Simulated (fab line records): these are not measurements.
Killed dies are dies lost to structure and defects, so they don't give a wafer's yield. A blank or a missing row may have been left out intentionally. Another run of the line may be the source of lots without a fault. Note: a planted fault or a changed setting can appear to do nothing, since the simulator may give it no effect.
Which tool is to blame? || flow nand-harc || 33 wafers from 11 lots sampled at 5 of the route's 1159 steps

WHAT THE GAUGES READ, wafer by wafer
NHARC_END_SORT_01.
{"lot": "L598", "measured": "day 22 15:24", "on": "prober-01", "killed-at-array": "28 30 24"}

WHICH TOOL RAN EACH LOT (tool, then ch and the chambers of the sampled wafers, then the start)
{"lot": "L587", "NHARC_A_SGD_CUT_STRIP_17": "rie-diel-07 ch 1,3, day 14 12:08 or earlier", "NHARC_A_SLIT_DEP_00": "acl-dep-03 ch 0, day 14 12:08", "NHARC_A_SLIT_ETCH_17": "har-etch-02 ch 0,1, day 14 15:34", "NHARC_A_SLIT_ETCH_29": "rie-diel-10 ch 1,2, day 14 17:39"}
{"lot": "L588", "NHARC_A_SGD_CUT_STRIP_17": "rie-diel-07 ch 0,1,3, day 14 17:57 or earlier", "NHARC_A_SLIT_DEP_00": "acl-dep-02 ch 0, day 14 17:57", "NHARC_A_SLIT_ETCH_17": "har-etch-02 ch 0,1, day 14 22:34", "NHARC_A_SLIT_ETCH_29": "rie-diel-05 ch 0,1,2, day 15 00:41"}
{"lot": "L593", "NHARC_A_SGD_CUT_STRIP_17": "rie-diel-08 ch 1,3, day 16 04:10 or earlier", "NHARC_A_SLIT_DEP_00": "acl-dep-01 ch 0, day 16 04:10", "NHARC_A_SLIT_ETCH_17": "har-etch-02 ch 0,1, day 16 07:54", "NHARC_A_SLIT_ETCH_29": "rie-diel-10 ch 0,2, day 16 10:02"}
{"lot": "L592", "NHARC_A_SGD_CUT_STRIP_17": "rie-diel-08 ch 1,2,3, day 16 06:38 or earlier", "NHARC_A_SLIT_DEP_00": "acl-dep-02 ch 0, day 16 06:38", "NHARC_A_SLIT_ETCH_17": "har-etch-02 ch 0,1, day 16 10:10", "NHARC_A_SLIT_ETCH_29": "rie-diel-05 ch 0,1,3, day 16 11:47"}
{"lot": "L595", "NHARC_A_SGD_CUT_STRIP_17": "rie-diel-06 ch 1,3, day 16 14:57 or earlier", "NHARC_A_SLIT_DEP_00": "acl-dep-03 ch 0, day 16 14:57", "NHARC_A_SLIT_ETCH_17": "har-etch-01 ch 0,1, day 16 18:16", "NHARC_A_SLIT_ETCH_29": "rie-diel-11 ch 1,2,3, day 16 19:52"}
{"lot": "L598", "NHARC_A_SGD_CUT_STRIP_17": "rie-diel-07 ch 0,2,3, day 17 10:06 or earlier", "NHARC_A_SLIT_DEP_00": "acl-dep-03 ch 0, day 17 10:06", "NHARC_A_SLIT_ETCH_17": "har-etch-02 ch 0,1, day 17 14:16", "NHARC_A_SLIT_ETCH_29": "rie-diel-10 ch 0,2,3, day 17 15:37"}
{"lot": "L604", "NHARC_A_SGD_CUT_STRIP_17": "rie-diel-07 ch 0,2,3, day 18 21:04 or earlier", "NHARC_A_SLIT_DEP_00": "acl-dep-03 ch 0, day 18 21:04", "NHARC_A_SLIT_ETCH_17": "har-etch-01 ch 0,1, day 19 03:22", "NHARC_A_SLIT_ETCH_29": "rie-diel-10 ch 0,1,2, day 19 05:28"}
{"lot": "L607", "NHARC_A_SGD_CUT_STRIP_17": "rie-diel-08 ch 1,2, day 19 09:39 or earlier", "NHARC_A_SLIT_DEP_00": "acl-dep-03 ch 0, day 19 09:39", "NHARC_A_SLIT_ETCH_17": "har-etch-02 ch 0,1, day 19 12:58", "NHARC_A_SLIT_ETCH_29": "rie-diel-05 ch 1,2,3, day 19 15:05"}
{"lot": "L605", "NHARC_A_SGD_CUT_STRIP_17": "rie-diel-06 ch 2,3, day 19 10:19 or earlier", "NHARC_A_SLIT_DEP_00": "acl-dep-02 ch 0, day 19 10:19", "NHARC_A_SLIT_ETCH_17": "har-etch-01 ch 0,1, day 19 13:52", "NHARC_A_SLIT_ETCH_29": "rie-diel-10 ch 0,1,2, day 19 15:13"}
{"lot": "L606", "NHARC_A_SGD_CUT_STRIP_17": "rie-diel-07 ch 0,1,3, day 19 10:13 or earlier", "NHARC_A_SLIT_DEP_00": "acl-dep-01 ch 0, day 19 10:13", "NHARC_A_SLIT_ETCH_17": "har-etch-02 ch 0,1, day 19 14:53", "NHARC_A_SLIT_ETCH_29": "rie-diel-05 ch 0,1, day 19 16:43"}
{"lot": "L608", "NHARC_A_SGD_CUT_STRIP_17": "rie-diel-07 ch 1,2,3, day 19 23:50 or earlier", "NHARC_A_SLIT_DEP_00": "acl-dep-02 ch 0, day 19 23:50", "NHARC_A_SLIT_ETCH_17": "har-etch-01 ch 0,1, day 20 03:23", "NHARC_A_SLIT_ETCH_29": "rie-diel-11 ch 0,3, day 20 05:01"}
- NHARC_A_SGD_CUT_STRIP_17: strips in O2.
- NHARC_A_SLIT_DEP_00: deposits aC, target thk 3200 nm.
- NHARC_A_SLIT_ETCH_17: etches the open film in C4F8/O2/Ar, time 1687.5 s, target depth 10100 nm.
- NHARC_A_SLIT_ETCH_29: etches the open film in CF4/O2, target depth 100 nm, overetch 10 nm, time 55 s.

THE ANSWER, worked out from the rows above alone
Rule: the usual values come from the lots themselves. The widest of any qualifying gaps counts: lots, ordered by their means at a reading, are off when they make up no more than a third of the lots, leave a main group of 4 or more, and stand apart from it by 3 or more times the standard deviation of that group's means. The tables above print the reading to a certain number of digits; a main group whose means all agree to those digits is not used. Also off: a lot with no number at a reading for which 4 or more lots have one. Where the step has rows for the other lots, those lots are counted as sound.
No lot is off at any reading shown: from this, nothing can be told.

WHAT THE SIMULATOR HAD PUT IN
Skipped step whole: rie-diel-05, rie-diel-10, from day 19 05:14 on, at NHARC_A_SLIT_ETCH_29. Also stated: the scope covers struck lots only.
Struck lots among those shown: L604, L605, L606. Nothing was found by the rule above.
